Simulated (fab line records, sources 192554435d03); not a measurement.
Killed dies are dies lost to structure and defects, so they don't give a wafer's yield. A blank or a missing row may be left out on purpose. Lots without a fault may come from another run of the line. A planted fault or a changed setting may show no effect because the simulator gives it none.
fab line records | flow n5_finfet
record lots=6 wafers=18 last_day=17
route steps=1938 shown BEOL_M15@1801 PASSIVATION@1936
lots that met no fault: from a run of the same line without faults
start_h: hours from the record's first day to the start of the lot's first wafer shown | wait_h: hours since the lot's step before | " the same as in the row above | L1.1+2: a row that stands for several wafers | - no value, or no start given | * or withheld: withheld | < > ~ a bound
route shown NAME@n: a module of which the file shows steps, and the number in the route of the first | usual: mean/standard deviation of fault-free wafers | same: alike in all rows | chamber/n: place in a boat | sites: the reading at each site | _std_site: their standard deviation | _edge_site: outer sites' mean less inner sites' | radius_mm: how far each site lies from the wafer's centre | mask NAME#n: copy n | behind: the tool/chamber that last shaped the wafer | hold: why the lot was held/for how many hours/how that ended | device: the transistor (n, p or np) that didn't switch | end of line: the same wafers' tests at the end of the route | a step without rows: its recipe alone | killed: dies lost to structure and defects at the first sort, not the wafer's yield | map: a wafer's dies, x killed, . not, _ none there
set.NAME: the setting as run; set.NAME@STEP: as run at that earlier step | model.NAME: the simulator's own value behind a step, which no gauge read
lots at some steps of the route; a table a step, a row a wafer
services: from which hour (start_h, from the record's first day; less than 0 if before it) a tool's chamber was out of use, for how many hours, and why
## steps
# step N5_BEOL_M15_PEB_26
# recipe peb_temp_c=130 peb_time_s=90
# step N5_BEOL_M15_DEVELOP_27
# recipe develop_time_s=45 rinse_liquid=diw dry=air_spin dev_temp_c=21
# step N5_BEOL_M15_HARDBAKE_32
# recipe temp_c=130 time_s=120
# step N5_BEOL_M15_CD_MEAS_28
# recipe target_cd_nm=407.6 landing_energy_ev=500 detector=se_inlens
# usual cd_nm=406.3/1.5
# columns lot.wafer tool chamber start_h wait_h cd_nm
L878.1 cd_sem-02 0 265.87 - 405.4
L878.5 " 0 " " 408.7
L878.6 " 0 " " 406.7
L881.1 cd_sem-01 0 274.41 - 407.0
L881.3 " 0 " " 404.2
L881.6 " 0 " " 404.9
L884.1 cd_sem-02 0 284.76 - 405.5
L884.3 " 0 " " 404.3
L884.5 " 0 " " 403.4
L894.2 cd_sem-03 0 362.86 - 406.9
L894.5 " 0 " " 405.5
L894.6 " 0 " " 408.1
L895.1 cd_sem-01 0 381.85 - 403.7
L895.4 " 0 " " 404.9
L895.5 " 0 " " 403.6
L898.1 cd_sem-02 0 387.80 - 408.1
L898.3 " 0 " " 407.7
L898.6 " 0 " " 407.0
# step N5_BEOL_M15_OVL_MEAS_29
# recipe points_per_wafer=44
# usual M15_OVL=-1/5.6
# same points_per_wafer=44
# columns lot.wafer tool chamber start_h wait_h M15_OVL[nm]
L878.1 overlay-01 0 265.90 0.0 -8
L878.5 " 0 " " -10
L878.6 " 0 " " 0
L881.1 overlay-01 0 274.44 0.0 5
L881.3 " 0 " " -1
L881.6 " 0 " " 1
L884.1 overlay-02 0 284.79 0.0 4
L884.3 " 0 " " 2
L884.5 " 0 " " -2
L894.2 overlay-01 0 362.89 0.0 -2
L894.5 " 0 " " -4
L894.6 " 0 " " -2
L895.1 overlay-02 0 381.88 0.0 -3
L895.4 " 0 " " 1
L895.5 " 0 " " 1
L898.1 overlay-02 0 387.84 0.0 -8
L898.3 " 0 " " -11
L898.6 " 0 " " -1
# step N5_BEOL_M15_INSPECT_30
# recipe mode=adi inspect_instrument=macro
# usual raw_defect_count=2.0/1.4
# columns lot.wafer tool chamber start_h wait_h raw_defect_count
L878.1 defect_inspect-02 - 265.92 0.0 1
L878.5 " - " " 1
L878.6 " - " " 3
L881.1 defect_inspect-02 - 274.47 0.0 3
L881.3 " - " " 3
L881.6 " - " " 5
L884.1 defect_inspect-01 - 284.81 0.0 3
L884.3 " - " " 3
L884.5 " - " " 3
L894.2 defect_inspect-01 - 362.91 0.0 2
L894.5 " - " " 0
L894.6 " - " " 0
L895.1 defect_inspect-02 - 381.90 0.0 5
L895.4 " - " " 6
L895.5 " - " " 2
L898.1 defect_inspect-02 - 387.86 0.0 1
L898.3 " - " " 2
L898.6 " - " " 1
# step N5_BEOL_M15_DESCUM_33
# recipe chemistry=O2 time_s=7.9 source_power_w=50 bias_power_w=20 pressure_mtorr=20 rf_frequency_hz=2.712e+07 temp_c=40 o2_flow_sccm=225
# usual drypump_motor_current_A=5.85/0.26 oes_product_au=0.78/0.082 rf_vpp_V=243.1/1.7 showerhead_plenum_p_Torr=2.09/0.088 throttle_valve_pct=20.50/0.26
# same time_s=7.9
# columns lot.wafer tool chamber start_h wait_h drypump_motor_current_A oes_product_au rf_hours_counter_h rf_vpp_V showerhead_plenum_p_Torr throttle_valve_pct
L878.1 rie_diel-04 1 266.12 0.2 6.02 0.83 104 242.8 2.03 20.20
L878.5 " 2 " " 5.61 0.87 - 245.8 2.22 20.12
L878.6 " 3 " " 6.22 0.73 - 240.4 2.07 20.74
L881.1 rie_diel-04 0 274.70 0.2 5.51 0.72 209 239.9 1.98 20.50
L881.3 " 1 " " 6.02 0.82 107 242.1 2.02 20.19
L881.6 " 2 " " 5.64 0.87 - 244.6 2.22 20.14
L884.1 rie_diel-05 1 284.85 0.0 5.67 0.94 18 242.0 2.06 20.19
L884.3 " 3 " " 6.01 0.72 185 241.5 2.00 20.63
L884.5 " 2 " " 5.80 0.83 - 244.3 2.22 20.67
L894.2 rie_diel-04 3 362.95 0.0 6.21 0.70 233 243.0 2.06 20.79
L894.5 " 1 " " 6.01 0.80 - 240.9 2.02 20.23
L894.6 " 2 " " 5.61 0.82 - 245.5 2.21 20.17
L895.1 rie_diel-05 3 381.94 0.0 5.99 0.70 212 242.6 1.99 20.67
L895.4 " 2 " " 5.83 0.81 119 246.1 2.21 20.71
L895.5 " 1 " " 5.67 0.90 - 241.2 2.05 20.23
L898.1 rie_diel-03 3 387.91 0.0 5.79 0.86 58 244.6 2.22 20.22
L898.3 " 2 " " 5.69 0.71 216 244.0 2.17 20.71
L898.6 " 1 " " 5.59 0.70 - 241.8 1.99 20.63
# step N5_BEOL_M15_ETCH_61
# recipe chemistry=N2/H2 target=BARC target_depth_a=890 overetch_a=267 time_s=67.9 ion_energy_ev=200 pressure_mtorr=30 source_w=840 bias_w=150 n2_flow_sccm=200 h2_flow_sccm=200
# usual drypump_motor_current_A=5.85/0.26 oes_product_au=0.66/0.068 rf_vpp_V=523.7/2.9 showerhead_plenum_p_Torr=2.54/0.1 throttle_valve_pct=17.95/0.28
# same time_s=67.9
# columns lot.wafer tool chamber start_h wait_h drypump_motor_current_A oes_product_au rf_hours_counter_h rf_vpp_V showerhead_plenum_p_Torr throttle_valve_pct
L878.1 rie_diel-04 1 266.16 0.0 6.03 0.70 104 521.1 2.47 17.76
L878.5 " 2 " " 5.62 0.75 - 527.5 2.70 17.52
L878.6 " 3 " " 6.24 0.62 - 523.0 2.53 18.21
L881.1 rie_diel-04 0 274.74 0.0 5.54 0.60 209 520.6 2.40 18.01
L881.3 " 1 " " 6.01 0.69 107 522.6 2.47 17.74
L881.6 " 2 " " 5.61 0.74 - 528.6 2.70 17.53
L884.1 rie_diel-05 1 284.88 0.0 5.66 0.79 18 522.5 2.49 17.64
L884.3 " 3 " " 6.01 0.61 185 520.2 2.42 17.98
L884.5 " 2 " " 5.80 0.70 - 527.8 2.69 18.09
L894.2 rie_diel-04 3 362.98 0.0 6.23 0.60 233 522.7 2.52 18.30
L894.5 " 1 " " 6.03 0.68 - 520.6 2.46 17.79
L894.6 " 2 " " 5.63 0.71 - 526.2 2.69 17.56
L895.1 rie_diel-05 3 381.98 0.0 5.99 0.59 212 521.0 2.41 18.03
L895.4 " 2 " " 5.81 0.68 119 527.2 2.67 18.15
L895.5 " 1 " " 5.67 0.75 - 519.7 2.48 17.67
L898.1 rie_diel-03 3 387.94 0.0 5.75 0.73 58 527.6 2.69 17.62
L898.3 " 2 " " 5.73 0.61 216 527.1 2.60 18.04
L898.6 " 1 " " 5.57 0.60 - 520.9 2.42 18.30
# step N5_BEOL_M15_TRENCH_ETCH_34
# recipe chemistry=C4F8/O2/Ar target=SiO2 target_depth_a=8729.3 he_inner_torr=15 he_outer_torr=30 time_s=199 ion_energy_ev=800 pressure_mtorr=20 source_w=1905 bias_w=2040 Ar_flow_sccm=400 C4F8_flow_sccm=16 O2_flow_sccm=12
# usual drypump_motor_current_A=5.86/0.26 oes_f_703_au=0.77/0.079 oes_o_777_au=0.77/0.08 oes_product_au=0.78/0.08 rf_vpp_V=2213/35 showerhead_plenum_p_Torr=3.44/0.14 throttle_valve_pct=31.03/0.22
# same time_s=199
# columns lot.wafer tool chamber start_h wait_h drypump_motor_current_A oes_f_703_au oes_o_777_au oes_product_au rf_hours_counter_h rf_vpp_V showerhead_plenum_p_Torr throttle_valve_pct
L878.1 rie_diel-04 1 266.21 0.0 6.04 0.80 0.79 0.83 104 2192 3.34 30.73
L878.5 " 2 " " 5.62 0.87 0.86 0.87 - 2202 3.66 30.83
L878.6 " 3 " " 6.24 0.71 0.72 0.73 - 2211 3.42 31.31
L881.1 rie_diel-04 0 274.79 0.0 5.58 0.72 0.70 0.71 209 2203 3.29 31.19
L881.3 " 1 " " 6.00 0.80 0.79 0.81 107 2192 3.34 30.73
L881.6 " 2 " " 5.62 0.86 0.86 0.86 - 2201 3.66 30.86
L884.1 rie_diel-05 1 284.93 0.0 5.69 0.91 0.94 0.93 18 2176 3.40 30.81
L884.3 " 3 " " 5.96 0.70 0.70 0.71 185 2201 3.31 31.17
L884.5 " 2 " " 5.84 0.83 0.84 0.81 - 2158 3.63 31.33
L894.2 rie_diel-04 3 363.03 0.0 6.21 0.69 0.69 0.70 233 2210 3.40 31.33
L894.5 " 1 " " 6.01 0.78 0.77 0.79 - 2189 3.33 30.75
L894.6 " 2 " " 5.60 0.82 0.81 0.82 - 2200 3.64 30.89
L895.1 rie_diel-05 3 382.03 0.0 6.01 0.69 0.69 0.69 212 2200 3.30 31.18
L895.4 " 2 " " 5.84 0.81 0.82 0.80 119 2157 3.62 31.37
L895.5 " 1 " " 5.68 0.87 0.89 0.89 - 2174 3.38 30.84
L898.1 rie_diel-03 3 387.99 0.0 5.79 0.86 0.86 0.86 58 2274 3.64 30.77
L898.3 " 2 " " 5.72 0.71 0.72 0.70 216 2273 3.51 30.89
L898.6 " 1 " " 5.59 0.71 0.72 0.70 - 2191 3.28 31.09
# step N5_BEOL_M15_STRIP_36
# recipe chemistry=O2 power_w=600 temp_c=60 pressure_mtorr=30 rf_frequency_hz=6e+07 bias_power_w=0 overash_fraction=0.3 o2_flow_sccm=225
# usual chamber_pressure_mTorr=29.99/0.054 drypump_motor_current_A=5.85/0.23 oes_product_au=0.78/0.086 rf_vpp_V=3.8/0.89 showerhead_plenum_p_Torr=2.10/0.09 throttle_valve_pct=16.78/0.24
# columns lot.wafer tool chamber start_h wait_h chamber_pressure_mTorr drypump_motor_current_A oes_product_au rf_hours_counter_h rf_vpp_V showerhead_plenum_p_Torr throttle_valve_pct
L878.1 rie_diel-04 1 268.78 2.4 29.91 6.01 0.83 105 3.8 2.03 16.46
L878.5 " 0 " " 29.99 5.51 0.70 - 4.1 1.98 16.72
L878.6 " 3 " " 30.00 6.22 0.73 - 3.1 2.07 16.98
L881.1 rie_diel-03 2 275.05 0.1 30.02 5.66 0.72 185 3.5 2.18 16.91
L881.3 " 0 " " 30.04 6.22 0.71 210 3.3 2.08 17.02
L881.6 " 2 " " 29.98 5.68 0.73 - 3.6 2.18 16.92
L884.1 rie_diel-03 2 285.16 0.0 30.07 5.71 0.75 188 3.7 2.18 16.94
L884.3 " 1 " " 30.05 5.58 0.73 208 3.5 2.00 16.86
L884.5 " 0 " " 29.88 6.27 0.70 - 4.7 2.08 17.10
L894.2 rie_diel-05 2 365.84 2.6 29.94 5.83 0.80 115 2.9 2.21 16.90
L894.5 " 2 " " 29.98 5.82 0.82 - 3.0 2.21 16.87
L894.6 " 3 " " 29.98 5.98 0.70 - 6.5 1.99 16.96
L895.1 rie_diel-05 2 383.80 1.6 29.93 5.80 0.81 119 3.9 2.21 16.87
L895.4 " 1 " " 29.95 5.67 0.90 44 2.0 2.06 16.46
L895.5 " 0 " " 29.99 5.81 0.88 - 3.7 2.05 16.74
L898.1 rie_diel-03 1 391.87 3.7 30.12 5.56 0.69 237 2.9 1.99 16.92
L898.3 " 2 " " 29.96 5.71 0.71 217 4.3 2.17 16.97
L898.6 " 0 " " 30.01 6.29 0.69 - 5.5 2.07 17.08
# step N5_BEOL_M15_STRIP_62
# recipe chemistry=O2 power_w=600 temp_c=60 pressure_mtorr=30 rf_frequency_hz=6e+07 bias_power_w=0 overash_fraction=0.3 o2_flow_sccm=225
# usual chamber_pressure_mTorr=30.00/0.033 drypump_motor_current_A=5.85/0.23 oes_product_au=0.78/0.085 rf_vpp_V=3.7/0.51 showerhead_plenum_p_Torr=2.10/0.09 throttle_valve_pct=16.78/0.24
# columns lot.wafer tool chamber start_h wait_h chamber_pressure_mTorr drypump_motor_current_A oes_product_au rf_hours_counter_h rf_vpp_V showerhead_plenum_p_Torr throttle_valve_pct
L878.1 rie_diel-04 1 - - 29.98 6.03 0.82 105 3.8 2.03 16.46
L878.5 " 0 " " 30.01 5.55 0.70 - 3.9 1.98 16.72
L878.6 " 3 " " 29.96 6.19 0.72 - 4.1 2.07 16.99
L881.1 rie_diel-03 2 - - 30.00 5.73 0.75 185 4.7 2.18 16.92
L881.3 " 0 " " 29.98 6.24 0.70 210 3.8 2.08 17.03
L881.6 " 2 " " 30.01 5.70 0.74 - 3.3 2.18 16.92
L884.1 rie_diel-03 2 - - 29.98 5.70 0.74 188 3.7 2.18 16.94
L884.3 " 1 " " 30.00 5.55 0.72 208 4.1 2.00 16.87
L884.5 " 0 " " 30.04 6.30 0.70 - 3.7 2.08 17.06
L894.2 rie_diel-05 2 - - 30.00 5.82 0.81 115 3.3 2.21 16.90
L894.5 " 2 " " 30.04 5.81 0.81 - 4.3 2.21 16.88
L894.6 " 3 " " 29.95 6.00 0.70 - 3.3 1.99 16.98
L895.1 rie_diel-05 2 - - 30.00 5.81 0.80 119 4.0 2.21 16.89
L895.4 " 1 " " 30.04 5.68 0.88 44 3.2 2.06 16.42
L895.5 " 0 " " 29.99 5.78 0.87 - 3.8 2.05 16.76
L898.1 rie_diel-03 1 - - 29.97 5.58 0.70 237 3.1 1.99 16.92
L898.3 " 2 " " 30.00 5.70 0.72 217 4.1 2.17 17.00
L898.6 " 0 " " 30.00 6.27 0.69 - 4.6 2.07 17.10
# step N5_BEOL_M15_STRIP_37
# recipe chemistry=O2 power_w=600 temp_c=60 pressure_mtorr=30 rf_frequency_hz=6e+07 bias_power_w=0 overash_fraction=0.3 o2_flow_sccm=225
# usual chamber_pressure_mTorr=30.00/0.034 drypump_motor_current_A=5.85/0.23 oes_product_au=0.78/0.085 rf_vpp_V=3.6/0.66 showerhead_plenum_p_Torr=2.10/0.09 throttle_valve_pct=16.78/0.24
# columns lot.wafer tool chamber start_h wait_h chamber_pressure_mTorr drypump_motor_current_A oes_product_au rf_hours_counter_h rf_vpp_V showerhead_plenum_p_Torr throttle_valve_pct
L878.1 rie_diel-04 1 268.86 - 30.04 5.99 0.83 105 3.6 2.03 16.45
L878.5 " 0 " " 29.93 5.53 0.71 - 3.5 1.98 16.73
L878.6 " 3 " " 30.04 6.23 0.72 - 3.8 2.07 16.98
L881.1 rie_diel-03 2 275.13 - 38.99 5.74 0.74 185 4.6 2.18 16.92
L881.3 " 0 " " 38.96 6.28 0.71 210 3.4 2.08 17.01
L881.6 " 2 " " 39.02 5.72 0.73 - 4.6 2.18 16.92
L884.1 rie_diel-03 2 285.24 - 38.99 5.69 0.75 188 3.4 2.18 16.94
L884.3 " 1 " " 38.97 5.54 0.72 208 4.4 2.00 16.86
L884.5 " 0 " " 39.01 6.26 0.71 - 2.2 2.08 17.03
L894.2 rie_diel-05 2 365.92 - 30.02 5.81 0.82 115 3.4 2.21 16.86
L894.5 " 2 " " 30.01 5.82 0.81 - 3.0 2.21 16.89
L894.6 " 3 " " 29.99 6.01 0.71 - 2.9 1.99 16.97
L895.1 rie_diel-05 2 383.88 - 30.02 5.81 0.80 119 2.8 2.21 16.89
L895.4 " 1 " " 30.02 5.68 0.89 44 2.5 2.06 16.41
L895.5 " 0 " " 29.98 5.81 0.88 - 5.6 2.05 16.74
L898.1 rie_diel-03 1 391.95 - 29.97 5.57 0.71 237 3.4 1.99 16.91
L898.3 " 2 " " 30.02 5.71 0.72 217 4.1 2.17 17.01
L898.6 " 0 " " 30.04 6.29 0.67 - 3.3 2.07 17.12
# step N5_BEOL_M15_ETCH_38
# recipe chemistry=CF4/N2 target=SiCN target_depth_a=1064 taper_deg=2 time_s=120.5 ion_energy_ev=150 mask_material=SiO2 pressure_mtorr=40 source_w=430 bias_w=70 Ar_flow_sccm=100 cf4_flow_sccm=60 n2_flow_sccm=60
# step N5_PASSIVATION_PROBE_49
# usual defect_limited_yield=91.0/1.5 killed_at_M0_to_M3=34/11 killed_at_M4_up=14/5.3 killed_at_contacts=13/7 killed_at_front_end=41/13 killed_at_other=4/3.1 killed_dies=106/17 killed_open=70/12 killed_short=35/8 sort_bin_5_function=5.2/0.98 sort_bin_6_memory=3.4/0.69 sort_bin_8_speed=0.00/0.007 sort_n_pass=1074/17 sort_yield_pct=91.0/1.5
# same gross_dies=1180 killed_at_back_side=0 sort_bin_4_leakage[%]=0
# columns lot.wafer tool chamber start_h wait_h defect_limited_yield[%] killed_at_M0_to_M3 killed_at_M4_up killed_at_contacts killed_at_front_end killed_at_other killed_dies killed_open killed_short sort_bin_5_function[%] sort_bin_6_memory[%] sort_bin_8_speed[%] sort_n_pass sort_yield_pct[%]
L878.1 prober-01 - 288.70 0.0 92.7 25 16 4 35 6 86 59 24 4.5 2.6 0 1094 92.7
L878.5 prober-01 - 288.90 0.2 93.2 29 22 4 24 1 80 46 29 3.6 2.7 0 1100 93.2
L878.6 prober-01 - 288.95 0.3 91.8 31 17 5 42 2 97 68 28 4.9 3.1 0 1083 91.8
L881.1 prober-01 - 292.73 0.0 90.9 40 16 15 30 6 107 74 32 5.9 2.7 0 1073 90.9
L881.3 prober-01 - 292.83 0.1 91.9 34 15 6 38 3 96 66 29 4.8 3.2 0 1084 91.9
L881.6 prober-01 - 292.98 0.3 94.2 34 8 6 20 1 69 47 22 3.2 2.2 0 1111 94.2
L894.2 prober-02 - 381.02 0.1 91.9 27 10 27 27 4 95 68 27 5.0 2.8 0 1085 91.9
L894.5 prober-02 - 381.17 0.2 91.6 22 9 21 44 3 99 65 34 4.6 3.5 0 1081 91.6
L894.6 prober-02 - 381.22 0.3 92.0 26 9 22 34 3 94 61 33 5.0 2.5 0 1086 92.0
L898.1 prober-02 - 409.81 0.0 93.4 22 9 11 34 2 78 56 22 4.2 2.2 0 1102 93.4
L898.3 prober-02 - 409.91 0.1 90.8 52 12 4 39 1 108 72 35 5.0 3.8 0 1072 90.8
L898.6 prober-02 - 410.06 0.3 91.6 29 17 10 42 1 99 69 30 4.2 4.0 0 1081 91.6
# killed by level:class
L878.1 BEOL_M4:geometric_particle:open=8 GATE_CUT:geometric_particle:short=6 FIN_SAQP:geometric_particle:short=5 BEOL_M3:geometric_particle:open=5 STI_FIN_REVEAL:geometric_particle:open=5 GATE_CUT:geometric_particle:open=5 BEOL_M0_SAQP:geometric_particle:open=5 STARTING-WAFER:geometric_particle:open=5
L878.5 BEOL_M4:geometric_particle:open=12 BEOL_M0_SAQP:geometric_particle:open=8 BEOL_M3:geometric_particle:open=7 BEOL_M0_SAQP:geometric_particle:short=6 STARTING-WAFER:geometric_particle:open=4 FIN_SAQP:geometric_particle:short=3 GATE_CUT:geometric_particle:short=3 BEOL_M1:geometric_particle:short=3
L878.6 STI_FIN_REVEAL:geometric_particle:open=8 FIN_SAQP:geometric_particle:short=6 DUMMY_GATE:geometric_particle:open=6 BEOL_M0_SAQP:geometric_particle:open=6 BEOL_M1:geometric_particle:open=6 BEOL_M4:geometric_particle:open=6 BEOL_M3:geometric_particle:open=5 BEOL_M2:geometric_particle:open=4
L881.1 BEOL_M3:geometric_particle:open=13 BEOL_M0_SAQP:geometric_particle:open=11 MOL_CONTACT_COAG:geometric_particle:open=10 FIN_SAQP:geometric_particle:open=7 STI_FIN_REVEAL:geometric_particle:open=7 FIN_SAQP:geometric_particle:short=6 BEOL_M3:geometric_particle:short=6 MOL_CONTACT_COAG:geometric_particle:short=5
L881.3 BEOL_M3:geometric_particle:open=13 BEOL_M3:geometric_particle:short=10 STI_FIN_REVEAL:geometric_particle:open=9 FIN_SAQP:geometric_particle:open=6 GATE_CUT:geometric_particle:open=5 MOL_CONTACT_COAG:geometric_particle:open=5 STARTING-WAFER:geometric_particle:short=5 BEOL_M4:geometric_particle:open=5
L881.6 BEOL_M3:geometric_particle:open=10 MOL_CONTACT_COAG:geometric_particle:open=5 BEOL_M0_SAQP:geometric_particle:open=5 BEOL_M0:geometric_particle:open=5 BEOL_M3:geometric_particle:short=5 BEOL_M4:geometric_particle:open=4 BEOL_M2:geometric_particle:open=3 STARTING-WAFER:geometric_particle:open=3
L894.2 MOL_CONTACT_COAG:geometric_particle:open=22 BEOL_M0_SAQP:geometric_particle:open=9 FIN_SAQP:geometric_particle:short=7 FIN_SAQP:geometric_particle:open=7 BEOL_M1:geometric_particle:open=7 BEOL_M4:geometric_particle:open=7 MOL_CONTACT_COAG:geometric_particle:short=5 BEOL_M1:geometric_particle:short=3
L894.5 MOL_CONTACT_COAG:geometric_particle:open=15 FIN_SAQP:geometric_particle:open=12 STI_FIN_REVEAL:geometric_particle:open=12 BEOL_M0_SAQP:geometric_particle:short=7 BEOL_M4:geometric_particle:open=6 MOL_CONTACT_COAG:geometric_particle:short=6 BEOL_M1:geometric_particle:open=5 STARTING-WAFER:geometric_particle:short=5
L894.6 MOL_CONTACT_COAG:geometric_particle:open=18 FIN_SAQP:geometric_particle:open=9 BEOL_M1:geometric_particle:open=8 FIN_SAQP:geometric_particle:short=6 BEOL_M0_SAQP:geometric_particle:short=6 STARTING-WAFER:geometric_particle:open=6 MOL_CONTACT_COAG:geometric_particle:short=4 BEOL_M0_SAQP:geometric_particle:open=4
L898.1 STI_FIN_REVEAL:geometric_particle:open=10 MOL_CONTACT_COAG:geometric_particle:open=9 BEOL_M2:geometric_particle:open=8 BEOL_M3:geometric_particle:open=8 FIN_SAQP:geometric_particle:short=7 FIN_SAQP:geometric_particle:open=6 BEOL_M4:geometric_particle:open=5 BEOL_M2:geometric_particle:short=3
L898.3 BEOL_M1:geometric_particle:open=13 BEOL_M3:geometric_particle:open=10 BEOL_M0_SAQP:geometric_particle:open=9 STI_FIN_REVEAL:geometric_particle:open=7 BEOL_M0_SAQP:geometric_particle:short=7 STARTING-WAFER:geometric_particle:open=6 FIN_SAQP:geometric_particle:open=5 FIN_SAQP:geometric_particle:short=4
L898.6 FIN_SAQP:geometric_particle:open=12 BEOL_M0_SAQP:geometric_particle:open=12 BEOL_M4:geometric_particle:open=12 FIN_SAQP:geometric_particle:short=10 MOL_CONTACT_COAG:geometric_particle:open=9 BEOL_M3:geometric_particle:open=6 BEOL_M0_SAQP:geometric_particle:short=5 STI_FIN_REVEAL:geometric_particle:open=4
## services
# columns tool chamber start_h hours kind
rie_diel-04 0 248.92 19.3 repair
rie_diel-05 0 250.22 - clean
rie_diel-05 0 250.22 - consumable_replace:focus_ring
rie_diel-05 0 250.22 13.9 scheduled_down
rie_diel-05 0 250.22 13.9 vent_cycle
rie_diel-05 - 261.73 0.6 repair
rie_diel-05 - 266.08 0.8 repair
rie_diel-04 1 276.61 5.4 repair
rie_diel-04 - 281.45 0.4 repair
rie_diel-04 1 283.72 16.7 repair
rie_diel-05 1 290.76 9.6 repair
rie_diel-03 1 318.53 5.0 repair
rie_diel-04 0 325.47 51.5 repair
rie_diel-04 - 336.74 2.8 pm
rie_diel-05 0 345.20 7.0 repair
## key
first_sign step=N5_BEOL_M15_STRIP_37 reading=chamber_pressure_mTorr direction=up sigmas=99+ usual=* struck=*
effect none on later readings
met_at N5_BEOL_M15_STRIP_37
struck_wafers L881.1,L881.3,L881.6,L884.1,L884.3,L884.5
fault kind=process_parameter_drift tool=rie_diel-03 chamber=- onset_h=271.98 steps=N5_BEOL_M15_STRIP_37 channel=pressure_mtorr offset=* shape=step end_h=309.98 acts_in=* stated=*
